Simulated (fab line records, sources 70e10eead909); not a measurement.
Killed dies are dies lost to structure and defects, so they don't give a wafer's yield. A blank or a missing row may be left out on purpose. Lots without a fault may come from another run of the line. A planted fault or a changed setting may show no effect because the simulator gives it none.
Which tool did it? | flow nand_harc | 12 lots, 36 wafers sampled, at 2 steps of a route of 1302

WHAT THE GAUGES READ, wafer by wafer
NHARC_A_M0_THK_MEAS_24: measures by xrf.
lot  | measured     | on            | thk_nm (nm)
L075 | day 23 06:11 | film_metro-01 | 112.6 112.3 114.4
L077 | day 23 20:19 | film_metro-01 | 116.8 114.1 116.4
L079 | day 24 13:25 | film_metro-01 | 115.7 112.9 111.4
L081 | day 25 23:36 | film_metro-01 | 110.9 112.4 112.4
L082 | day 26 13:49 | film_metro-02 | 109.8 114.2 114.4
L085 | day 27 15:58 | film_metro-02 | 114.5 115.0 113.0
L088 | day 28 06:41 | film_metro-02 | 113.5 113.3 115.1
L089 | day 28 08:41 | film_metro-02 | 113.6 110.5 112.9
L090 | day 29 10:59 | film_metro-01 | 114.5 111.7 113.4
L093 | day 30 10:28 | film_metro-01 | 110.7 113.5 112.0
L095 | day 31 08:40 | film_metro-02 | 112.9 115.0 116.9
L097 | day 33 03:20 | film_metro-02 | 116.8 116.0 116.5

WHICH TOOL RAN EACH LOT (tool, then ch and the chambers of the sampled wafers, then the start)
lot  | NHARC_A_M0_PVD_20
L075 | pvd_sputter-02, day 23 06:11 or earlier
L077 | pvd_sputter-01, day 23 20:19 or earlier
L079 | pvd_sputter-02, day 24 13:25 or earlier
L081 | pvd_sputter-02, day 25 23:36 or earlier
L082 | pvd_sputter-01, day 26 13:49 or earlier
L085 | pvd_sputter-01, day 27 15:58 or earlier
L088 | pvd_sputter-03, day 28 06:41 or earlier
L089 | pvd_sputter-02, day 28 08:41 or earlier
L090 | pvd_sputter-02, day 29 10:59 or earlier
L093 | pvd_sputter-03, day 30 10:28 or earlier
L095 | pvd_sputter-01, day 31 08:40 or earlier
L097 | pvd_sputter-02, day 33 03:20 or earlier
- NHARC_A_M0_PVD_20: deposits TaN, target thk 5 nm, time 8.06 s.

THE ANSWER, worked out from the rows above alone
Rule: what is usual is taken from the lots themselves. Put in order of their means at a reading, lots are off if they are a third of the lots or fewer, leave a main group of 4 or more, and stand apart from it by a gap of 3 or more times the standard deviation of the main group's means; of several such gaps the widest counts. A main group whose means are all the same, to the digits that the tables above print for the reading, isn't used. A lot without any number at a reading at which 4 lots or more have one is off too. The other lots that the step has rows for count as sound.
No lot is off at any reading shown: from this, nothing can be told.

WHAT THE SIMULATOR HAD PUT IN
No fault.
